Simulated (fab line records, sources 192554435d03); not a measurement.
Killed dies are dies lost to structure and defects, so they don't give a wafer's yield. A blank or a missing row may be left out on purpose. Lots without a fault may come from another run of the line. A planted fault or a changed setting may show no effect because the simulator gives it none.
fab line records | flow n5_finfet
record lots=4 wafers=12 last_day=17
route steps=1938 shown HKMG_FIN@433 GATE_CUT@465 BEOL_M4@1111 PASSIVATION@1936
lots that met no fault: from a run of the same line without faults
start_h: hours from the record's first day to the start of the lot's first wafer shown | wait_h: hours since the lot's step before | " the same as in the row above | L1.1+2: a row that stands for several wafers | - no value, or no start given | * or withheld: withheld | < > ~ a bound
route shown NAME@n: a module of which the file shows steps, and the number in the route of the first | usual: mean/standard deviation of fault-free wafers | same: alike in all rows | chamber/n: place in a boat | sites: the reading at each site | _std_site: their standard deviation | _edge_site: outer sites' mean less inner sites' | radius_mm: how far each site lies from the wafer's centre | mask NAME#n: copy n | behind: the tool/chamber that last shaped the wafer | hold: why the lot was held/for how many hours/how that ended | device: the transistor (n, p or np) that didn't switch | end of line: the same wafers' tests at the end of the route | a step without rows: its recipe alone | killed: dies lost to structure and defects at the first sort, not the wafer's yield | map: a wafer's dies, x killed, . not, _ none there
set.NAME: the setting as run; set.NAME@STEP: as run at that earlier step | model.NAME: the simulator's own value behind a step, which no gauge read
lots at some steps of the route; a table a step, a row a wafer
services: from which hour (start_h, from the record's first day; less than 0 if before it) a tool's chamber was out of use, for how many hours, and why
## steps
# step N5_HKMG_FIN_DESCUM_17
# recipe chemistry=O2 time_s=7.9 source_power_w=50 bias_power_w=20 pressure_mtorr=20 rf_frequency_hz=2.712e+07 temp_c=40 resist=CAR-ArF o2_flow_sccm=225
# step N5_HKMG_FIN_ETCH_31
# recipe chemistry=CF4 target=SiARC target_depth_a=455 mask_material=CAR-ArF time_s=75.8 ion_energy_ev=80 pressure_mtorr=40 source_w=545 bias_w=36 Ar_flow_sccm=100 cf4_flow_sccm=100 ends=cleared
# step N5_HKMG_FIN_ETCH_32
# recipe chemistry=N2/H2 target=SOC target_depth_a=2400 temp_c=40 time_s=300 ion_energy_ev=200 mask_material=SiARC pressure_mtorr=30 source_w=840 bias_w=150 n2_flow_sccm=200 h2_flow_sccm=200
# step N5_HKMG_FIN_STRIP_33
# recipe chemistry=N2/H2 temp_c=40 n2_flow_sccm=200 h2_flow_sccm=200 rf_frequency_hz=6e+07
# step N5_HKMG_FIN_STRIP_34
# recipe chemistry=CF4 resist=SiARC power_w=300 bias_power_w=75 pressure_mtorr=50 cf4_flow_sccm=150 rf_frequency_hz=6e+07
# step N5_HKMG_FIN_ETCH_35
# recipe chemistry=N2/H2 target=SOC target_depth_a=2158 ion_energy_ev=65 bias_w=5 source_w=3000 time_s=243.4 pressure_mtorr=30 n2_flow_sccm=200 h2_flow_sccm=200
# step N5_HKMG_FIN_STRIP_92
# recipe chemistry=N2/H2 material=SOC time_s=20 power_w=500 temp_c=40 pressure_mtorr=50 rf_frequency_hz=6e+07 bias_power_w=8 h2_frac=0.5 n2_flow_sccm=300 h2_flow_sccm=300
# step N5_HKMG_FIN_WET_ETCH_18
# recipe chemistry=SC1 target=TiN mix=1:1:5 temp_c=* time_s=55 target_depth_nm=5.2 dry=ipa_marangoni rinse_time_s=30 rinse_temp_c=23
# step N5_HKMG_FIN_STRIP_19
# recipe chemistry=N2/H2 power_w=2500 temp_c=300 h2_frac=0.65 time_s=360 pressure_mtorr=withheld n2_flow_sccm=1750 h2_flow_sccm=3250
# step N5_HKMG_FIN_ALD_91
# recipe material=TiN target_thk_a=10 temp_c=400 ald_precursor_family=TiCl4 ald_co_reactant=NH3 pulse_time_s=1 purge_time_s=3 co_reactant_purge_time_s=2 co_reactant_pulse_time_s=2 ald_cycles=47 pressure_torr=3
# usual heater_power_w=871/99 precursor_pulse_height_rel=0.998/0.018 susceptor_temp_C=399.97/0.2
# same ald_cycles=47
# columns lot.wafer tool chamber start_h wait_h heater_power_w precursor_pulse_height_rel susceptor_temp_C
L441.3 ald_metal-03 0 87.49 0.1 823 1.012 399.57
L441.4 " 2 " " 826 1.001 400.37
L441.6 " 1 " " 948 0.974 399.74
L448.1 ald_metal-01 0 129.88 0.3 738 0.985 400.13
L448.3 " 2 " " 1059 1.006 400.07
L448.4 " 3 " " 923 0.987 399.86
L457.2 ald_metal-03 1 185.33 0.3 738 1.002 369.98
L457.3 " 3 " " 599 0.992 369.53
L457.5 " 3 " " 594 1.012 369.45
L458.2 ald_metal-03 3 192.59 0.3 580 0.985 369.77
L458.4 " 1 " " 764 1.013 369.76
L458.6 " 0 " " 690 1.000 369.83
# step N5_HKMG_FIN_COAT_85
# recipe resist=SOC temp_c=250 time_s=60 spin_rpm=1500 resist_thk_nm=300
# step N5_HKMG_FIN_ETCH_86
# recipe chemistry=N2/H2 target=SOC target_depth_a=3932 stop_on=TiN ion_energy_ev=100 bias_w=61 pressure_mtorr=30 source_w=850 n2_flow_sccm=200 h2_flow_sccm=200
# step N5_HKMG_FIN_STRIP_89
# recipe chemistry=N2/H2 material=SOC time_s=20 power_w=500 temp_c=40 pressure_mtorr=50 rf_frequency_hz=6e+07 bias_power_w=8 h2_frac=0.5 n2_flow_sccm=300 h2_flow_sccm=300
# step N5_HKMG_FIN_WET_ETCH_87
# recipe chemistry=SC1 target=TiN mix=1:2:40 temp_c=50 time_s=154.2 target_depth_nm=4.7 dry=ipa_marangoni rinse_time_s=30 rinse_temp_c=23
# step N5_HKMG_FIN_STRIP_88
# recipe chemistry=N2/H2 power_w=2500 temp_c=300 h2_frac=0.65 time_s=360 pressure_mtorr=withheld n2_flow_sccm=1750 h2_flow_sccm=3250
# step N5_HKMG_FIN_NWFM_ALD_20
# recipe material=TiAlC target_thk_a=20 temp_c=300 ald_precursor_family=TiCl4 ald_co_reactant=TEA pulse_time_s=3 purge_time_s=2 co_reactant_purge_time_s=2 co_reactant_pulse_time_s=10 ald_cycles=7 pressure_torr=3
# step N5_HKMG_FIN_ALD_71
# recipe material=TiN target_thk_a=10 temp_c=400 ald_precursor_family=TiCl4 ald_co_reactant=NH3 pulse_time_s=1 purge_time_s=3 co_reactant_purge_time_s=2 co_reactant_pulse_time_s=2 ald_cycles=47 pressure_torr=3
# step N5_HKMG_FIN_COAT_66
# recipe resist=SOC temp_c=250 time_s=60 spin_rpm=1500 resist_thk_nm=300
# step N5_HKMG_FIN_ETCH_67
# recipe chemistry=N2/H2 target=SOC target_depth_a=3889 stop_on=TiN ion_energy_ev=100 bias_w=61 pressure_mtorr=30 source_w=850 n2_flow_sccm=200 h2_flow_sccm=200
# step N5_HKMG_FIN_STRIP_90
# recipe chemistry=N2/H2 material=SOC time_s=20 power_w=500 temp_c=40 pressure_mtorr=50 rf_frequency_hz=6e+07 bias_power_w=8 h2_frac=0.5 n2_flow_sccm=300 h2_flow_sccm=300
# step N5_HKMG_FIN_WET_ETCH_73
# recipe chemistry=SC1 mix=1:2:40 temp_c=50 time_s=42.3 target_depth_nm=1.3 dry=ipa_marangoni rinse_time_s=30 rinse_temp_c=23
# step N5_HKMG_FIN_ETCHBACK_68
# recipe chemistry=Cl2/Ar stop_on=HfO2 target_depth_a=5 pressure_mtorr=10 icp_w=600 bias_w=60 Cl2_flow_sccm=40 Ar_flow_sccm=60
# step N5_HKMG_FIN_STRIP_69
# recipe chemistry=N2/H2 power_w=2500 temp_c=300 h2_frac=0.65 time_s=360 pressure_mtorr=withheld n2_flow_sccm=1750 h2_flow_sccm=3250
# step N5_HKMG_FIN_ALD_21
# recipe material=TiN target_thk_a=15 temp_c=400 ald_precursor_family=TiCl4 ald_co_reactant=NH3 pulse_time_s=1 purge_time_s=3 co_reactant_purge_time_s=2 co_reactant_pulse_time_s=2 ald_cycles=68 pressure_torr=3
# step N5_HKMG_FIN_ALD_72
# recipe material=W target_thk_a=20 temp_c=300 pressure_torr=7.5 ald_precursor_family=WF6 ald_co_reactant=B2H6 pulse_time_s=1 purge_time_s=2 co_reactant_purge_time_s=2 co_reactant_pulse_time_s=3 ald_cycles=7
# step N5_HKMG_FIN_W_FILL_22
# recipe material=W target_thk_a=600 temp_c=400 pressure_torr=39.4 time_s=18.2
# step N5_HKMG_FIN_PRECLEAN_83
# recipe chemistry=DIW time_s=57.5 temp_c=23
# step N5_HKMG_FIN_SRD_84
# recipe dry_time_s=32 dry=n2_spin spin_rpm=1500
# step N5_HKMG_FIN_CMP_23
# recipe stop_on=SiNx t_overpolish_s=10 post_cmp_clean=rinse_only down_force_psi=4 platen_rpm=50.289 pad_velocity_m_s=1.0006 target_thk_nm=46.326
# step N5_HKMG_FIN_CMP_94
# recipe stop_on=SiNx post_cmp_clean=w_dilute_nh4oh t_overpolish_s=4.7 down_force_psi=4 platen_rpm=50.289 pad_velocity_m_s=1.0006 target_thk_nm=43.299
# step N5_GATE_CUT_ETCHBACK_00
# recipe chemistry=SF6/Cl2 target=W pressure_mtorr=8 icp_w=900 bias_w=80 SF6_flow_sccm=40 Cl2_flow_sccm=60
# step N5_GATE_CUT_ETCH_56
# recipe chemistry=Cl2/Ar target=TiN target_depth_a=216 pressure_mtorr=10 icp_w=600 bias_w=60 Cl2_flow_sccm=40 Ar_flow_sccm=60
# step N5_GATE_CUT_ETCHBACK_30
# recipe chemistry=Cl2/Ar target=TiN target_depth_a=30 mode=isotropic pressure_mtorr=10 icp_w=600 bias_w=60 Cl2_flow_sccm=40 Ar_flow_sccm=60
# step N5_GATE_CUT_VAPOR_ETCH_60
# recipe chemistry=BCl3/Cl2 target=HfO2 mode=isotropic
# step N5_GATE_CUT_ETCH_58
# recipe chemistry=CH3F/O2 target=SiNx target_depth_a=170 time_s=128.6 ion_energy_ev=50 pressure_mtorr=30 source_w=415 bias_w=21 Ar_flow_sccm=150 CH3F_flow_sccm=30 O2_flow_sccm=20
# step N5_GATE_CUT_STRIP_59
# recipe chemistry=N2/H2 time_s=20 power_w=100 temp_c=40 pressure_mtorr=100 rf_frequency_hz=6e+07 bias_power_w=3 n2_flow_sccm=300 h2_flow_sccm=300
# step N5_GATE_CUT_PRECLEAN_31
# recipe temp_c=23 chemistry=DIW time_s=300
# step N5_BEOL_M4_RC_MEAS_101
# usual DIBL_N=36.0/1.6 DIBL_P=36.1/2 IOFF_N=0.160/0.029 IOFF_N_85C=3.1/0.48 IOFF_N_LIN=0.074/0.011 IOFF_N_LONG=5.59e-05/1.9e-06 IOFF_P=0.21/0.039 ION_N=675/13 ION_P=464/8.8 SS_N=71.5/0.58 SS_P=73.3/0.65 VT_N=250/3.3 VT_N_LONG=274.6/1.8 VT_N_LVT=98/3.1 VT_P=-249/3.6
# columns lot.wafer tool chamber start_h wait_h DIBL_N[mV/V] DIBL_P[mV/V] IOFF_N[nA/um] IOFF_N_85C[nA/um] IOFF_N_LIN[nA/um] IOFF_N_LONG[nA/um] IOFF_P[nA/um] ION_N[uA/um] ION_P[uA/um] SS_N[mV/dec] SS_P[mV/dec] VT_N[mV] VT_N_LONG[mV] VT_N_LVT[mV] VT_P[mV]
L441.3 prober-01 0 175.47 0.3 33.1 32.5 0.111 2.3 0.055 5.56e-05 0.15 661 457 70.5 72.0 253 275.7 100 -253
L441.4 " 0 " " 34.1 34.1 0.128 2.5 0.061 5.5e-05 0.17 670 451 71.3 71.9 253 273.9 99 -251
L441.6 " 0 " " 38.0 38.3 0.197 3.7 0.083 5.66e-05 0.23 678 456 72.6 73.2 246 274.4 95 -248
L448.1 prober-02 0 220.01 0.0 36.2 34.9 0.161 3.2 0.074 5.62e-05 0.21 669 460 71.2 73.3 250 273.7 98 -247
L448.3 " 0 " " 38.6 37.5 0.207 3.9 0.088 5.71e-05 0.25 681 456 72.4 73.8 246 274.2 94 -248
L448.4 " 0 " " 39.3 39.8 0.235 4.3 0.103 5.66e-05 0.27 705 476 72.2 74.7 241 273.2 91 -248
L457.2 prober-02 0 286.48 0.2 37.5 38.7 0.306 5.5 0.139 7.97e-05 0.22 713 467 72.0 73.6 230 261.0 80 -252
L457.3 " 0 " " 36.8 37.7 0.267 4.8 0.120 7.99e-05 0.20 710 456 71.4 73.5 236 260.9 84 -253
L457.5 " 0 " " 35.9 35.8 0.254 4.7 0.121 8.09e-05 0.18 725 468 71.5 72.6 234 262.3 82 -251
L458.2 prober-01 0 298.10 0.2 34.5 32.2 0.192 3.6 0.093 8.49e-05 0.13 691 444 71.3 71.8 240 258.3 86 -260
L458.4 " 0 " " 36.1 35.1 0.260 4.6 0.120 8.5e-05 0.16 703 452 72.0 72.5 233 258.1 81 -257
L458.6 " 0 " " 33.9 32.0 0.206 3.9 0.102 8.51e-05 0.13 712 454 70.8 71.9 236 258.7 83 -258
# step N5_PASSIVATION_PROBE_49
# usual defect_limited_yield=91.0/1.3 killed_at_M0_to_M3=36/9.5 killed_at_M4_up=14/5.6 killed_at_contacts=12/6.4 killed_at_front_end=40/10 killed_at_other=3.2/3 killed_dies=107/15 killed_open=69/12 killed_short=35/7.7 sort_bin_4_leakage=0/0 sort_bin_5_function=5.3/0.91 sort_bin_6_memory=3.3/0.65 sort_n_pass=1073/15 sort_yield_pct=91.0/1.3
# same gross_dies=1180 killed_at_back_side=0 sort_bin_8_speed[%]=0
# columns lot.wafer tool chamber start_h wait_h defect_limited_yield[%] killed_at_M0_to_M3 killed_at_M4_up killed_at_contacts killed_at_front_end killed_at_other killed_dies killed_open killed_short sort_bin_4_leakage[%] sort_bin_5_function[%] sort_bin_6_memory[%] sort_n_pass sort_yield_pct[%]
L441.3 prober-02 - 275.84 0.1 90.5 37 10 19 44 2 112 68 43 0 5.9 3.2 1068 90.5
L441.4 prober-02 - 275.89 0.2 92.4 32 9 13 34 2 90 55 29 0 3.9 2.9 1090 92.4
L441.6 prober-02 - 275.99 0.3 92.6 40 7 6 32 2 87 52 34 0 4.2 2.8 1093 92.6
L448.1 prober-02 - 332.97 0.5 90.3 38 13 19 41 3 114 81 33 0 5.4 4.0 1066 90.3
L448.3 prober-02 - 333.07 0.6 92.0 34 23 11 24 2 94 57 33 0 4.3 3.3 1086 92.0
L448.4 prober-02 - 333.12 0.7 90.7 51 12 13 34 0 110 66 41 0 5.3 3.6 1070 90.7
L457.2 prober-01 - 391.66 0.1 90.3 38 11 12 54 0 115 69 43 0.25 6.1 3.1 1062 90.0
L457.3 prober-01 - 391.71 0.1 89.9 32 9 8 70 0 119 68 36 0 5.1 3.5 1061 89.9
L457.5 prober-01 - 391.81 0.2 89.0 32 31 13 54 0 130 81 45 0 6.2 4.2 1050 89.0
L458.2 prober-02 - 404.66 0.1 90.1 54 16 6 41 0 117 70 43 0 5.8 3.6 1063 90.1
L458.4 prober-02 - 404.76 0.2 89.2 30 8 7 82 0 127 68 39 0 6.0 3.0 1053 89.2
L458.6 prober-02 - 404.86 0.3 87.4 55 25 6 55 8 149 79 51 0 7.6 3.3 1031 87.4
# killed by level:class
L441.3 FIN_SAQP:geometric_particle:short=15 MOL_CONTACT_COAG:geometric_particle:open=13 BEOL_M3:geometric_particle:open=11 FIN_SAQP:geometric_particle:open=8 BEOL_M1:geometric_particle:open=8 DUMMY_GATE:geometric_particle:open=6 BEOL_M3:geometric_particle:short=6 STI_FIN_REVEAL:geometric_particle:open=5
L441.4 BEOL_M0_SAQP:geometric_particle:short=11 MOL_CONTACT_COAG:geometric_particle:open=9 GATE_CUT:geometric_particle:short=6 BEOL_M2:geometric_particle:open=6 HKMG_FIN:area_etch=6 FIN_SAQP:geometric_particle:open=4 STI_FIN_REVEAL:geometric_particle:open=4 DUMMY_GATE:geometric_particle:open=4
L441.6 FIN_SAQP:geometric_particle:short=14 BEOL_M1:geometric_particle:open=11 BEOL_M0_SAQP:geometric_particle:open=7 BEOL_M3:geometric_particle:open=6 BEOL_M0_SAQP:geometric_particle:short=5 BEOL_M2:geometric_particle:open=5 GATE_CUT:geometric_particle:short=5 MOL_CONTACT_COAG:geometric_particle:open=5
L448.1 FIN_SAQP:geometric_particle:open=13 MOL_CONTACT_COAG:geometric_particle:open=13 BEOL_M3:geometric_particle:open=11 FIN_SAQP:geometric_particle:short=8 MOL_CONTACT_COAG:geometric_particle:short=6 BEOL_M1:geometric_particle:open=6 BEOL_M0_SAQP:geometric_particle:open=5 BEOL_M2:geometric_particle:open=5
L448.3 MOL_CONTACT_COAG:geometric_particle:open=8 BEOL_M3:geometric_particle:open=8 BEOL_M5:geometric_particle:open=7 BEOL_M0_SAQP:geometric_particle:short=6 BEOL_M0_SAQP:geometric_particle:open=6 BEOL_M1:geometric_particle:open=6 STI_FIN_REVEAL:geometric_particle:open=5 STARTING-WAFER:geometric_particle:open=4
L448.4 MOL_CONTACT_COAG:geometric_particle:open=10 BEOL_M3:geometric_particle:open=10 BEOL_M1:geometric_particle:open=9 BEOL_M0_SAQP:geometric_particle:short=8 FIN_SAQP:geometric_particle:open=7 STI_FIN_REVEAL:geometric_particle:open=6 BEOL_M0_SAQP:geometric_particle:open=6 BEOL_M3:geometric_particle:short=6
L457.2 FIN_SAQP:geometric_particle:short=18 BEOL_M0_SAQP:geometric_particle:open=13 MOL_CONTACT_COAG:geometric_particle:open=11 BEOL_M0_SAQP:geometric_particle:short=9 STI_FIN_REVEAL:geometric_particle:open=8 FIN_SAQP:geometric_particle:open=7 BEOL_M3:geometric_particle:open=7 BEOL_M4:geometric_particle:open=7
L457.3 HKMG_FIN:area_ald=13 FIN_SAQP:geometric_particle:open=12 BEOL_M0_SAQP:geometric_particle:short=9 STI_FIN_REVEAL:geometric_particle:open=9 FIN_SAQP:geometric_particle:short=7 BEOL_M0_SAQP:geometric_particle:open=7 MOL_CONTACT_COAG:geometric_particle:open=7 BEOL_M2:geometric_particle:open=6
L457.5 BEOL_M4:geometric_particle:open=16 FIN_SAQP:geometric_particle:short=13 MOL_CONTACT_COAG:geometric_particle:open=12 FIN_SAQP:geometric_particle:open=9 STI_FIN_REVEAL:geometric_particle:open=7 BEOL_M0_SAQP:geometric_particle:open=7 BEOL_M4:geometric_particle:short=7 BEOL_M2:geometric_particle:open=6
L458.2 BEOL_M0_SAQP:geometric_particle:short=15 BEOL_M0_SAQP:geometric_particle:open=15 FIN_SAQP:geometric_particle:short=14 FIN_SAQP:geometric_particle:open=9 BEOL_M1:geometric_particle:open=6 BEOL_M2:geometric_particle:open=5 BEOL_M3:geometric_particle:open=5 BEOL_M4:geometric_particle:open=5
L458.4 FIN_SAQP:geometric_particle:short=21 HKMG_FIN:area_ald=18 FIN_SAQP:geometric_particle:open=17 BEOL_M0_SAQP:geometric_particle:short=8 STI_FIN_REVEAL:geometric_particle:open=7 MOL_CONTACT_COAG:geometric_particle:open=7 BEOL_M0_SAQP:geometric_particle:open=7 STI_FIN_REVEAL:geometric_particle:short=4
L458.6 BEOL_M0_SAQP:geometric_particle:short=15 BEOL_M0_SAQP:geometric_particle:open=14 HKMG_FIN:area_ald=14 BEOL_M4:geometric_particle:open=13 BEOL_M2:geometric_particle:open=10 FIN_SAQP:geometric_particle:open=8 GATE_CUT:geometric_particle:short=7 BEOL_M1:geometric_particle:open=7
## services
# columns tool chamber start_h hours kind
ald_metal-03 - 103.90 0.6 repair
ald_metal-01 1 166.47 37.5 repair
ald_metal-01 - 174.89 1.0 repair
## key
first_sign step=N5_HKMG_FIN_ALD_91 reading=susceptor_temp_C direction=down sigmas=99+ usual=* struck=*
effect step=N5_HKMG_FIN_ALD_91 reading=heater_power_w direction=down sigmas=2.1 usual=* struck=*
effect step=N5_BEOL_M4_RC_MEAS_101 reading=IOFF_N_LONG direction=up sigmas=14 usual=5.59e-05 struck=8.26e-05
effect step=N5_BEOL_M4_RC_MEAS_101 reading=VT_N_LONG direction=down sigmas=8.2 usual=274.6 struck=259.9
effect step=N5_BEOL_M4_RC_MEAS_101 reading=VT_N_LVT direction=down sigmas=4.9 usual=98 struck=83
effect step=N5_BEOL_M4_RC_MEAS_101 reading=VT_N direction=down sigmas=4.5 usual=250 struck=235
effect step=N5_BEOL_M4_RC_MEAS_101 reading=IOFF_N_LIN direction=up sigmas=3.9 usual=0.074 struck=0.116
effect step=N5_BEOL_M4_RC_MEAS_101 reading=IOFF_N direction=up sigmas=3 usual=0.160 struck=0.247
effect step=N5_BEOL_M4_RC_MEAS_101 reading=IOFF_N_85C direction=up sigmas=2.9 usual=3.1 struck=4.5
effect step=N5_BEOL_M4_RC_MEAS_101 reading=ION_N direction=up sigmas=2.7 usual=675 struck=709
effect step=N5_BEOL_M4_RC_MEAS_101 reading=VT_P direction=down sigmas=1.7 usual=-249 struck=-255
met_at N5_HKMG_FIN_ALD_91
struck_wafers L457.2,L457.3,L457.5,L458.2,L458.4,L458.6
onset_between 87.49 185.33
fault kind=process_parameter_drift tool=ald_metal-03 chamber=- onset_h=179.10 steps=N5_HKMG_FIN_ALD_91 channel=temp_c offset=* shape=step end_h=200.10 acts_in=* stated=*
